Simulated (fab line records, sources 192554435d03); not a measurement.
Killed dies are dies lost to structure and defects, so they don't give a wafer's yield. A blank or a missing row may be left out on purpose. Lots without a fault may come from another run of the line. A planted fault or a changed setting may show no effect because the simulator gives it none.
Split-lot experiment | flow n5_finfet | 7 lots, 21 wafers read, on a route of 1938 steps

THE SPLIT
At N5_WELL_APT_COAT_02 (resist thk 950 nm), the setting spin_rpm was moved away from the recipe's 1357 rpm on 9 of the 21 wafers read, by -2.8% to +8.8%. The other wafers ran this setting at the recipe's value.

The reading is taken at the split's own step.

THE READING
coat_of_WELL_APT_COAT_02.thk_nm (the simulator's own value, which no gauge read), in nm, at N5_WELL_APT_COAT_02 (resist thk 950 nm). The file gives no usual value for it. The 12 wafers here that ran the recipe average 950.1 nm, standard deviation 3.2 nm.

wafer  | tool, chamber at the split | spin_rpm as run, rpm | against the recipe | coat_of_WELL_APT_COAT_02.thk_nm, nm | against lot-mates on the recipe
L079.1 | litho_track-04, 0          | 1319                 | -2.8%              | 962.2                               | +21.4
L079.5 | litho_track-04, 0          | 1319                 | -2.8%              | 961.5                               | +20.7
L079.6 | litho_track-04, 0          | 1357                 | recipe             | 940.8                               | -
L084.4 | litho_track-05, 0          | 1357                 | recipe             | 952                                 | -
L084.5 | litho_track-05, 0          | 1357                 | recipe             | 952.8                               | -
L084.6 | litho_track-05, 0          | 1357                 | recipe             | 952.9                               | -
L087.2 | litho_track-04, 0          | 1416                 | +4.3%              | 931.4                               | no lot-mate on the recipe
L087.4 | litho_track-04, 0          | 1416                 | +4.3%              | 930.9                               | no lot-mate on the recipe
L087.5 | litho_track-04, 0          | 1416                 | +4.3%              | 931.7                               | no lot-mate on the recipe
L089.1 | litho_track-02, 0          | 1455                 | +7.2%              | 917.1                               | -33.2
L089.3 | litho_track-02, 0          | 1357                 | recipe             | 950.5                               | -
L089.6 | litho_track-02, 0          | 1357                 | recipe             | 950.2                               | -
L091.3 | litho_track-04, 0          | 1477                 | +8.8%              | 907.2                               | no lot-mate on the recipe
L091.4 | litho_track-04, 0          | 1477                 | +8.8%              | 907.3                               | no lot-mate on the recipe
L091.6 | litho_track-04, 0          | 1477                 | +8.8%              | 907.3                               | no lot-mate on the recipe
L092.2 | litho_track-04, 0          | 1357                 | recipe             | 950.6                               | -
L092.4 | litho_track-04, 0          | 1357                 | recipe             | 947.6                               | -
L092.6 | litho_track-04, 0          | 1357                 | recipe             | 952.6                               | -
L093.3 | litho_track-04, 0          | 1357                 | recipe             | 949.3                               | -
L093.5 | litho_track-04, 0          | 1357                 | recipe             | 951.1                               | -
L093.6 | litho_track-04, 0          | 1357                 | recipe             | 951                                 | -

THE FIT
A straight line over all 21 wafers: coat_of_WELL_APT_COAT_02.thk_nm changes by -4.69 nm for each +1% of spin_rpm; r = -0.99; the points scatter about the line by 2.7 nm.
The same after taking each lot's own level away (the mean of its wafers on the recipe; 15 wafers): -5.31 nm for each +1%; r = -0.98; scatter 2.7 nm.
On that fit, the largest move of spin_rpm shifts the reading by 47 nm.
The lots' own levels span 940.80 to 952.57 nm, that is 3.7 times the standard deviation above.
So the lot-to-lot level changes the slope: the two fits differ.
Check: with one of the wafers moved furthest among these (+7.2%) left out of the fit, the line predicts -54.3 nm for it against its lot-mates. It came out at -33.2 nm against them.

OTHER SPLITS ON THESE WAFERS
These wafers also went through other splits before the reading. Each is held against what the fit with the lots' levels taken away leaves over:
other split on the same wafers  | wafers away from the commonest value | r with coat_of_WELL_APT_COAT_02.thk_nm (lot level and that fit taken away)
N5_ZERO_LAYER_EXPOSE_08 dose_mj | 7                                    | -0.52

THE FILE'S OWN FIT
coat_of_WELL_APT_COAT_02.thk_nm changes by -4.98 nm for each +1% of spin_rpm, r = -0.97.
